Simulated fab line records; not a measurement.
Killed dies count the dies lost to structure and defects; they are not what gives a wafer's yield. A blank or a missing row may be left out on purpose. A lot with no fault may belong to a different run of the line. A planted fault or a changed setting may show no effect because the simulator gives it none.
fab line records    flow n5Finfet
record: lots: 4  wafers: 12  lastDay: 24
route steps=1938 shown BEOL_M0_CUTY@703 BEOL_M0@715 BEOL_M4@1111 PASSIVATION@1936
lots with no fault: from the same line, run without faults
startH: hours from the record's opening day to when the first of the lot's shown wafers began    waitH: hours elapsed since this lot's preceding step    " unchanged from the row above    L1.1+2: a single row standing in for several wafers    - either no value or no given start    * or withheld: withheld    < > ~ a bound
route shown NAME@n: a module of which the file shows steps, and the number in the route of the first    usual: mean and standard deviation over wafers with no fault    same: alike in all rows    chamber/n: place in a boat    sites: readings site by site    _std_site: standard deviation across them    _edge_site: mean of outer sites minus mean of inner sites    radiusMm: how far each site lies from the wafer's centre    mask NAME#n: copy n    behind: the most recent tool/chamber to have shaped the wafer    hold: cause of the lot's hold/its duration in hours/its outcome    device: the n, p or np transistor that did not switch    end of line: the tests these same wafers got at the end of their route    where a step has no rows: the recipe by itself    killed: dies that structure and defects cost at the first sort, which is not the same as the wafer's yield    map: the dies of a wafer, with x for killed, . for not killed, _ for no die there
set.NAME: setting as actually run; set.NAME@STEP: the setting as run at that earlier step    model.NAME: the simulator's own value behind a step, which no gauge read
lots seen at some steps along the route; tables by step, rows by wafer
services: from which hour (startH, from the record's first day; less than 0 if before it) a tool's chamber was out of use, for how many hours, and why
== steps ==
step: N5_BEOL_M0_CUTY_EBR_52
recipe: solvent: PGMEA  ebrWidthMm: 1.5
step: N5_BEOL_M0_CUTY_SOFTBAKE_53
recipe: tempC: 110  timeS: 60  resist: CAR-ArF-block
step: N5_BEOL_M0_CUTY_EXPOSE_54
recipe: maskId: M0_ABLK  na: 1.35  sourceShape: conventional  sigmaOuter: 0.8  polarization: unpolarized  doseMj: 36
step: N5_BEOL_M0_CUTY_PEB_55
recipe: pebTempC: 110  pebTimeS: 60  resist: CAR-ArF-block
step: N5_BEOL_M0_CUTY_DEVELOP_56
recipe: developTimeS: 30  developer: TMAH  resist: CAR-ArF-block  rinseLiquid: diw  dry: airSpin  devTempC: 23
step: N5_BEOL_M0_CUTY_DESCUM_61
recipe: chemistry: O2  timeS: 7.9  sourcePowerW: 50  biasPowerW: 20  pressureMtorr: 20  rfFrequencyHz: 2.712e+07  tempC: 40  resist: CAR-ArF-block  o2FlowSccm: 225
step: N5_BEOL_M0_CUTY_ETCH_62
recipe: chemistry: CF4  target: SiARC  maskMaterial: CAR-ArF-block  timeS: 58.5  ionEnergyEv: 80  pressureMtorr: 40  sourceW: 545  biasW: 36  Ar_flow_sccm: 100  cf4FlowSccm: 100  ends: cleared
step: N5_BEOL_M0_CUTY_ETCH_63
recipe: chemistry: N2/H2  target: SOC  targetDepthA: 827  overetchA: 165  maskMaterial: SiARC  tempC: 40  ionEnergyEv: 200  timeS: 124  pressureMtorr: 30  sourceW: 840  biasW: 150  n2FlowSccm: 200  h2FlowSccm: 200
step: N5_BEOL_M0_CUTY_STRIP_64
recipe: chemistry: N2/H2  tempC: 40  n2FlowSccm: 200  h2FlowSccm: 200  rfFrequencyHz: 6e+07
step: N5_BEOL_M0_ETCH_138
recipe: chemistry: CH3F/O2  targetDepthA: 120  target: SiCN  timeS: 31.6  ionEnergyEv: 120  pressureMtorr: 30  sourceW: 395  biasW: 75  Ar_flow_sccm: 150  CH3F_flow_sccm: 30  O2_flow_sccm: 20  ends: cleared
usual: CH3F_flow_sccm: 30.00/0.096  O2_flow_sccm: 20.00/0.059  drypumpMotorCurrentA: 5.7/0.42  etchRfOnTimeS: 29.2/0.93  oesProductAu: 0.66/0.08  rfVppV: 297.0/1.8  showerheadPlenumPTorr: 1.98/0.075  throttleValvePct: 16.36/0.2
lot.wafer  tool        chamber  startH  waitH  CH3F_flow_sccm  O2_flow_sccm  drypumpMotorCurrentA  etchRfOnTimeS  oesProductAu  rfHoursCounterH  rfVppV  showerheadPlenumPTorr  throttleValvePct  model.SiO2_of_BEOL_M0_SAQP_SPACER2_ALD_26.thkNm
L884.1     rieDiel-06  2        124.37  0.0    30.09           19.97         5.1                   29.3           0.66          152              296.6   1.99                   16.59             5.2
L884.3     "           1        "       "      30.03           19.94         6.1                   30.0           0.59          234              297.1   1.97                   16.65             5.2
L884.5     "           2        "       "      29.93           19.92         5.1                   30.5           0.65          -                295.7   1.99                   16.61             5
L897.1     rieDiel-06  3        209.13  0.0    -               -             -                     -              -             -                -       -                      -                 7.2
L897.3     "           1        "       "      -               -             -                     -              -             -                -       -                      -                 7
L897.6     "           1        "       "      -               -             -                     -              -             -                -       -                      -                 7
L898.1     rieDiel-03  0        212.56  0.0    -               -             -                     -              -             -                -       -                      -                 7
L898.3     "           3        "       "      -               -             -                     -              -             -                -       -                      -                 7
L898.4     "           2        "       "      -               -             -                     -              -             -                -       -                      -                 7
L905.3     rieDiel-03  2        260.80  0.0    30.01           19.96         5.9                   29.7           0.61          217              296.1   1.90                   16.29             5
L905.4     "           0        "       "      29.94           20.00         6.1                   30.0           0.62          175              296.8   1.98                   16.51             5.2
L905.5     "           1        "       "      29.95           19.99         5.4                   29.0           0.64          -                299.4   2.07                   16.16             5
step: N5_BEOL_M0_HM_OPEN_105
recipe: chemistry: Cl2/BCl3  targetDepthA: 120  target: TiN  ionEnergyEv: 150  pressureMtorr: 10  icpW: 1000  biasW: 126  Cl2_flow_sccm: 53.25  bcl3FlowSccm: 21.75  Ar_flow_sccm: 25
usual: drypumpMotorCurrentA: 5.7/0.4  oesProductAu: 0.75/0.1  throttleValvePct: 21.88/0.23
lot.wafer  tool         chamber  startH  waitH  drypumpMotorCurrentA  oesProductAu  rfHoursCounterH  throttleValvePct  model.SiO2_of_BEOL_M0_SAQP_SPACER2_ALD_26.thkNm
L884.1     rieMetal-03  0        146.99  22.6   6.1                   0.66          98               21.84             2.8
L884.3     "            0        "       "      6.1                   0.66          -                21.84             2.8
L884.5     "            0        "       "      6.1                   0.66          -                21.83             2.6
L897.1     rieMetal-02  1        209.35  0.2    6.0                   0.93          2                21.84             4.8
L897.3     "            0        "       "      5.8                   0.67          -                21.71             4.6
L897.6     "            1        "       "      6.0                   0.93          -                21.85             4.6
L898.1     rieMetal-02  1        214.59  2.0    6.0                   0.93          2                21.87             4.6
L898.3     "            0        "       "      5.9                   0.67          -                21.72             4.6
L898.4     "            1        "       "      6.0                   0.93          -                21.84             4.8
L905.3     rieMetal-02  1        261.41  0.6    5.9                   0.86          -                21.86             2.6
L905.4     "            0        "       "      5.8                   0.65          -                21.74             2.8
L905.5     "            1        "       "      5.9                   0.87          -                21.87             2.6
step: N5_BEOL_M0_STRIP_140
recipe: chemistry: CF4  resist: SiARC  powerW: 300  biasPowerW: 75  pressureMtorr: 50  cf4FlowSccm: 150  rfFrequencyHz: 6e+07
step: N5_BEOL_M0_STRIP_104
recipe: chemistry: N2/H2  powerW: 450  tempC: 40  pressureMtorr: 20  rfFrequencyHz: 6e+07  overashFraction: 0.3  biasPowerW: 7  h2Frac: 0.5  n2FlowSccm: 200  h2FlowSccm: 200
step: N5_BEOL_M0_WET_ETCH_106
recipe: chemistry: DHF  dilution: 10:1  tempC: 25  target: SiO2  targetDepthA: 1300  dry: ipaMarangoni  rinseTimeS: 30  rinseTempC: 23
step: N5_BEOL_M0_ETCH_128
recipe: chemistry: CF4/N2  targetDepthA: 120  overetchA: 51  target: SiCN  timeS: 21.4  ionEnergyEv: 150  pressureMtorr: 40  sourceW: 430  biasW: 70  Ar_flow_sccm: 100  cf4FlowSccm: 60  n2FlowSccm: 60
usual: biasW: 70.00/0.21  cf4FlowSccm: 60.02/0.18  drypumpMotorCurrentA: 5.8/0.44  oesProductAu: 0.54/0.058  rfVppV: 381.9/2.4  showerheadPlenumPTorr: 2.19/0.083  throttleValvePct: 15.46/0.23
lot.wafer  tool        chamber  startH  waitH  biasW  cf4FlowSccm  drypumpMotorCurrentA  oesProductAu  rfHoursCounterH  rfVppV  showerheadPlenumPTorr  throttleValvePct
L884.1     rieDiel-03  1        147.37  0.0    69.76  60.01        5.5                   0.53          145              385.3   2.30                   15.21
L884.3     "           0        "       "      70.20  60.05        6.1                   0.52          134              382.4   2.20                   15.55
L884.5     "           0        "       "      70.33  59.74        6.1                   0.52          -                383.7   2.20                   15.56
L897.1     rieDiel-02  1        210.13  0.3    70.09  60.10        6.2                   0.31          66               385.5   2.32                   15.06
L897.3     "           2        "       "      69.97  60.08        5.7                   0.36          12               384.1   2.26                   15.36
L897.6     "           0        "       "      70.24  60.17        6.5                   0.32          -                381.7   2.25                   15.44
L898.1     rieDiel-02  1        215.19  0.3    69.73  60.16        6.1                   0.31          68               386.2   2.32                   15.08
L898.3     "           0        "       "      69.97  60.12        6.5                   0.32          38               382.5   2.25                   15.44
L898.4     "           3        "       "      70.01  60.23        5.2                   0.34          25               382.8   2.25                   15.26
L905.3     rieDiel-03  1        262.22  0.4    70.38  59.90        5.4                   0.51          188              385.8   2.28                   15.31
L905.4     "           2        "       "      69.73  60.15        5.9                   0.50          217              378.8   2.10                   15.38
L905.5     "           2        "       "      69.83  59.94        5.9                   0.49          -                380.7   2.10                   15.39
step: N5_BEOL_M0_TRENCH_ETCH_107
recipe: chemistry: C4F6/O2  targetDepthA: 328  target: SiOC  timeS: 16.4  ionEnergyEv: 250  pressureMtorr: 30  sourceW: 355  biasW: 185  Ar_flow_sccm: 300  C4F6_flow_sccm: 10  O2_flow_sccm: 10
step: N5_BEOL_M0_STRIP_142
recipe: chemistry: N2/H2  timeS: 10  powerW: 450  tempC: 40  pressureMtorr: 20  rfFrequencyHz: 6e+07  biasPowerW: 7  n2FlowSccm: 200  h2FlowSccm: 200
step: N5_BEOL_M0_OCD_MEAS_108
usual: trenchDepthNm: 32.6/0.74
lot.wafer  tool    chamber  startH  waitH  trenchDepthNm
L884.1     ocd-01  -        147.52  0.1    32.5
L884.3     "       -        "       "      32.1
L884.5     "       -        "       "      31.9
L897.1     ocd-02  -        210.28  0.1    0
L897.3     "       -        "       "      0
L897.6     "       -        "       "      0.1
L898.1     ocd-01  -        215.33  0.1    0
L898.3     "       -        "       "      0
L898.4     "       -        "       "      0.3
L905.3     ocd-01  -        262.37  0.1    34.6
L905.4     "       -        "       "      32.6
L905.5     "       -        "       "      33.0
step: N5_BEOL_M0_HM_STRIP_129
recipe: chemistry: peroxideTinStrip  material: TiN  targetDepthA: 170  tempC: 50  timeS: 108
step: N5_BEOL_M4_RC_MEAS_101
usual: DIBL_N: 35.8/1.6  DIBL_P: 35.6/2  IOFF_N: 0.15/0.031  IOFF_P: 0.20/0.033  ION_N: 668/12  ION_P: 459/6.8  SS_N: 71.4/0.53  SS_P: 73.1/0.63  VT_N: 250/3.5  VT_P: -251/3
lot.wafer  tool       chamber  startH  waitH  DIBL_N[mV/V]  DIBL_P[mV/V]  IOFF_N[nA/um]  IOFF_P[nA/um]  ION_N[uA/um]  ION_P[uA/um]  SS_N[mV/dec]  SS_P[mV/dec]  VT_N[mV]  VT_P[mV]
L884.1     prober-01  0        371.44  0.0    34.5          34.6          0.14           0.19           667           460           70.7          72.5          249       -252
L884.3     "          0        "       "      36.6          37.1          0.18           0.23           663           452           71.7          72.6          247       -250
L884.5     "          0        "       "      36.8          36.0          0.17           0.21           672           456           72.3          73.0          246       -250
L905.3     prober-01  0        468.34  0.3    36.5          36.2          0.17           0.21           672           460           71.3          73.5          249       -247
L905.4     "          0        "       "      35.8          36.1          0.16           0.21           669           462           71.0          73.3          246       -249
L905.5     "          0        "       "      35.8          35.6          0.16           0.21           692           474           70.9          73.9          249       -248
step: N5_PASSIVATION_PROBE_49
usual: defectLimitedYield: 90.7/1.5  killed_at_M0_to_M3: 38/11  killed_at_M4_up: 15/5.5  killedAtContacts: 12/6  killedAtFrontEnd: 41/11  killedAtOther: 3.5/2.7  killedDies: 110/18  killedOnRim: 15/3.6  killedOpen: 72/13  killedShort: 35/8.7  sort_bin_5_function: 5.5/1.1  sort_bin_6_memory: 3.4/0.63  sortNPass: 1070/18  sortYieldPct: 90.7/1.5
same: grossDies: 1180  killedAtBackSide: 0  sort_bin_4_leakage[%]: 0  sort_bin_8_speed[%]: 0
lot.wafer  tool       chamber  startH  waitH  defectLimitedYield[%]  killed_at_M0_to_M3  killed_at_M4_up  killedAtContacts  killedAtFrontEnd  killedAtOther  killedDies  killedOnRim  killedOpen  killedShort  sort_bin_5_function[%]  sort_bin_6_memory[%]  sortNPass  sortYieldPct[%]
L898.1     prober-01  -        524.43  0.0    0                      1120                15               8                 34                3              1180        152          71          33           96.8                    3.2                   0          0
L898.3     prober-01  -        524.53  0.1    0                      1114                14               9                 39                4              1180        152          87          28           96.5                    3.3                   0          0
L898.4     prober-01  -        524.58  0.2    0                      1096                14               19                49                2              1180        152          93          49           95.2                    4.3                   0          0
L897.1     prober-02  -        537.18  0.0    0                      1110                22               8                 31                9              1180        152          65          34           96.7                    2.8                   0          0
L897.3     prober-02  -        537.28  0.1    0                      1107                12               5                 48                8              1180        152          69          33           96.0                    3.6                   0          0
L897.6     prober-02  -        537.43  0.3    0                      1105                14               4                 51                6              1180        152          72          28           95.8                    3.9                   0          0
killed by level:class
L898.1 BEOL_M0:areaEtch=1075 BEOL_M1:geometricParticle:open=13 FIN_SAQP:geometricParticle:open=10 BEOL_M3:geometricParticle:open=9 BEOL_M4:geometricParticle:open=8 MOL_CONTACT_COAG:geometricParticle:open=7 GATE_CUT:geometricParticle:short=6 BEOL_M2:geometricParticle:open=6
L898.3 BEOL_M0:areaEtch=1064 BEOL_M3:geometricParticle:open=14 BEOL_M1:geometricParticle:open=13 FIN_SAQP:geometricParticle:open=12 BEOL_M2:geometricParticle:open=12 FIN_SAQP:geometricParticle:short=9 BEOL_M4:geometricParticle:open=7 STI_FIN_REVEAL:geometricParticle:open=6
L898.4 BEOL_M0:areaEtch=1037 BEOL_M3:geometricParticle:open=27 FIN_SAQP:geometricParticle:open=13 MOL_CONTACT_COAG:geometricParticle:open=13 FIN_SAQP:geometricParticle:short=10 BEOL_M0_SAQP:geometricParticle:short=8 BEOL_M4:geometricParticle:open=8 GATE_CUT:geometricParticle:short=7
L897.1 BEOL_M0:areaEtch=1081 BEOL_M4:geometricParticle:open=11 FIN_SAQP:geometricParticle:short=8 MOL_CONTACT_COAG:geometricParticle:open=8 BEOL_M2:geometricParticle:open=6 FIN_SAQP:geometricParticle:open=5 BEOL_M3:geometricParticle:open=5 BEOL_M0_SAQP:geometricParticle:open=5
L897.3 BEOL_M0:areaEtch=1078 STI_FIN_REVEAL:geometricParticle:open=13 FIN_SAQP:geometricParticle:open=7 BEOL_M1:geometricParticle:open=6 BEOL_M3:geometricParticle:open=6 DUMMY_GATE:geometricParticle:open=5 GATE_CUT:geometricParticle:short=5 BEOL_M0_SAQP:geometricParticle:short=5
L897.6 BEOL_M0:areaEtch=1080 FIN_SAQP:geometricParticle:open=15 FIN_SAQP:geometricParticle:short=10 STI_FIN_REVEAL:geometricParticle:open=10 BEOL_M4:geometricParticle:open=9 DUMMY_GATE:geometricParticle:open=7 BEOL_M2:geometricParticle:open=7 BEOL_M1:geometricParticle:open=5
map L897.1 (x killed, . not)
_________________xxxxxxxxxxxx________________
______________xxxxxxxxxxxxxxxxxx_____________
___________xxxxxxxxxxxxxxxxxxxxxxxx__________
__________xxxxxxxxxxxxxxxxxxxxxxxxxx_________
________xxxxxxxxxxxxxxxxxxxxxxxxxxxxxx_______
_______xxxxxxxxxxxxxxxxxxxxxxxxxxxxxxxx______
______xxxxxxxxxxxxxxxxxxxxxxxxxxxxxxxxxx_____
_____xxxxxxxxxxxxxxxxxxxxxxxxxxxxxxxxxxxx____
____xxxxxxxxxxxxxxxxxxxxxxxxxxxxxxxxxxxxxx___
___xxxxxxxxxxxxxxxxxxxxxxxxxxxxxxxxxxxxxxxx__
___xxxxxxxxxxxxxxxxxxxxxxxxxxxxxxxxxxxxxxxx__
__xxxxxxxxxxxxxxxxxxxxxxxxxxxxxxxxxxxxxxxxxx_
__xxxxxxxxxxxxxxxxxxxxxxxxxxxxxxxxxxxxxxxxxx_
_xxxxxxxxxxxxxxxxxxxxxxxxxxxxxxxxxxxxxxxxxxxx
_xxxxxxxxxxxxxxxxxxxxxxxxxxxxxxxxxxxxxxxxxxxx
_xxxxxxxxxxxxxxxxxxxxxxxxxxxxxxxxxxxxxxxxxxxx
_xxxxxxxxxxxxxxxxxxxxxxxxxxxxxxxxxxxxxxxxxxxx
_xxxxxxxxxxxxxxxxxxxxxxxxxxxxxxxxxxxxxxxxxxxx
_xxxxxxxxxxxxxxxxxxxxxxxxxxxxxxxxxxxxxxxxxxxx
_xxxxxxxxxxxxxxxxxxxxxxxxxxxxxxxxxxxxxxxxxxxx
_xxxxxxxxxxxxxxxxxxxxxxxxxxxxxxxxxxxxxxxxxxxx
__xxxxxxxxxxxxxxxxxxxxxxxxxxxxxxxxxxxxxxxxxx_
__xxxxxxxxxxxxxxxxxxxxxxxxxxxxxxxxxxxxxxxxxx_
___xxxxxxxxxxxxxxxxxxxxxxxxxxxxxxxxxxxxxxxx__
___xxxxxxxxxxxxxxxxxxxxxxxxxxxxxxxxxxxxxxxx__
____xxxxxxxxxxxxxxxxxxxxxxxxxxxxxxxxxxxxxx___
_____xxxxxxxxxxxxxxxxxxxxxxxxxxxxxxxxxxxx____
______xxxxxxxxxxxxxxxxxxxxxxxxxxxxxxxxxx_____
_______xxxxxxxxxxxxxxxxxxxxxxxxxxxxxxxx______
________xxxxxxxxxxxxxxxxxxxxxxxxxxxxxx_______
__________xxxxxxxxxxxxxxxxxxxxxxxxxx_________
___________xxxxxxxxxxxxxxxxxxxxxxxx__________
______________xxxxxxxxxxxxxxxxxx_____________
_________________xxxxxxxxxxxx________________
map L898.1 (x killed, . not)
_________________xxxxxxxxxxxx________________
______________xxxxxxxxxxxxxxxxxx_____________
___________xxxxxxxxxxxxxxxxxxxxxxxx__________
__________xxxxxxxxxxxxxxxxxxxxxxxxxx_________
________xxxxxxxxxxxxxxxxxxxxxxxxxxxxxx_______
_______xxxxxxxxxxxxxxxxxxxxxxxxxxxxxxxx______
______xxxxxxxxxxxxxxxxxxxxxxxxxxxxxxxxxx_____
_____xxxxxxxxxxxxxxxxxxxxxxxxxxxxxxxxxxxx____
____xxxxxxxxxxxxxxxxxxxxxxxxxxxxxxxxxxxxxx___
___xxxxxxxxxxxxxxxxxxxxxxxxxxxxxxxxxxxxxxxx__
___xxxxxxxxxxxxxxxxxxxxxxxxxxxxxxxxxxxxxxxx__
__xxxxxxxxxxxxxxxxxxxxxxxxxxxxxxxxxxxxxxxxxx_
__xxxxxxxxxxxxxxxxxxxxxxxxxxxxxxxxxxxxxxxxxx_
_xxxxxxxxxxxxxxxxxxxxxxxxxxxxxxxxxxxxxxxxxxxx
_xxxxxxxxxxxxxxxxxxxxxxxxxxxxxxxxxxxxxxxxxxxx
_xxxxxxxxxxxxxxxxxxxxxxxxxxxxxxxxxxxxxxxxxxxx
_xxxxxxxxxxxxxxxxxxxxxxxxxxxxxxxxxxxxxxxxxxxx
_xxxxxxxxxxxxxxxxxxxxxxxxxxxxxxxxxxxxxxxxxxxx
_xxxxxxxxxxxxxxxxxxxxxxxxxxxxxxxxxxxxxxxxxxxx
_xxxxxxxxxxxxxxxxxxxxxxxxxxxxxxxxxxxxxxxxxxxx
_xxxxxxxxxxxxxxxxxxxxxxxxxxxxxxxxxxxxxxxxxxxx
__xxxxxxxxxxxxxxxxxxxxxxxxxxxxxxxxxxxxxxxxxx_
__xxxxxxxxxxxxxxxxxxxxxxxxxxxxxxxxxxxxxxxxxx_
___xxxxxxxxxxxxxxxxxxxxxxxxxxxxxxxxxxxxxxxx__
___xxxxxxxxxxxxxxxxxxxxxxxxxxxxxxxxxxxxxxxx__
____xxxxxxxxxxxxxxxxxxxxxxxxxxxxxxxxxxxxxx___
_____xxxxxxxxxxxxxxxxxxxxxxxxxxxxxxxxxxxx____
______xxxxxxxxxxxxxxxxxxxxxxxxxxxxxxxxxx_____
_______xxxxxxxxxxxxxxxxxxxxxxxxxxxxxxxx______
________xxxxxxxxxxxxxxxxxxxxxxxxxxxxxx_______
__________xxxxxxxxxxxxxxxxxxxxxxxxxx_________
___________xxxxxxxxxxxxxxxxxxxxxxxx__________
______________xxxxxxxxxxxxxxxxxx_____________
_________________xxxxxxxxxxxx________________
== services ==
tool         chamber  startH  hours  kind
rieMetal-03  -        108.28  1.7    repair
rieDiel-02   0        111.44  -      clean
rieDiel-02   0        111.44  -      consumableReplace:focusRing
rieDiel-02   0        111.44  20.4   scheduledDown
rieDiel-02   0        111.44  20.4   ventCycle
rieDiel-02   3        131.82  -      clean
rieDiel-02   3        131.82  -      consumableReplace:focusRing
rieDiel-02   3        131.82  32.8   scheduledDown
rieDiel-02   3        131.82  32.8   ventCycle
rieMetal-03  -        132.67  1.4    pm
rieDiel-02   0        135.23  8.0    repair
rieDiel-06   2        137.78  10.1   repair
rieMetal-02  1        139.36  18.5   repair
rieDiel-06   0        148.07  -      clean
rieDiel-06   0        148.07  -      consumableReplace:focusRing
rieDiel-06   0        148.07  25.2   scheduledDown
rieMetal-02  1        174.04  -      clean
rieMetal-02  1        174.04  17.0   scheduledDown
rieMetal-02  1        174.04  17.0   ventCycle
rieDiel-06   1        178.68  8.3    repair
rieDiel-06   0        190.59  13.1   repair
rieMetal-03  -        199.22  0.2    repair
rieDiel-03   -        242.91  2.8    pm
rieDiel-02   2        248.45  4.3    repair
== key ==
firstSign: step: N5_BEOL_M0_ETCH_138  reading: toolRecord  direction: missing
effect: step: N5_BEOL_M0_ETCH_128  reading: oesProductAu  direction: down  sigmas: 3.7  usual: 0.54  struck: 0.33
effect: step: N5_BEOL_M0_OCD_MEAS_108  reading: trenchDepthNm  direction: down  sigmas: 44  usual: 32.6  struck: 0.1
effect: step: N5_PASSIVATION_PROBE_49  reading: killed_at_M0_to_M3  direction: up  sigmas: 99+  usual: 38  struck: 1109
modelEffect: step: N5_BEOL_M0_ETCH_138  value: SiO2_of_BEOL_M0_SAQP_SPACER2_ALD_26.thkNm  without: 5.133  struck: 7.033
modelEffect: step: N5_BEOL_M0_HM_OPEN_105  value: SiO2_of_BEOL_M0_SAQP_SPACER2_ALD_26.thkNm  without: 2.733  struck: 4.667
moreKillsBornAt: N5_BEOL_M0_ETCH_138@rieDiel-06: 3239  N5_BEOL_M0_ETCH_138@rieDiel-03: 3176
metAt N5_BEOL_M0_ETCH_138
struckWafers L897.1,L897.3,L897.6,L898.1,L898.3,L898.4
laterRowsLeftOut L897.1,L897.3,L897.6,L898.1,L898.3,L898.4
onsetBetween 124.37 209.13
fault: kind: skippedStepWhole  tool: rieDiel-03,rieDiel-06  chamber: -  onsetH: 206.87  steps: N5_BEOL_M0_ETCH_138  scope: struckLotsOnly
laterRowsLeftOut: the simulator's readings of these wafers behind a module that went badly wrong aren't trusted and aren't shown, but for the sort
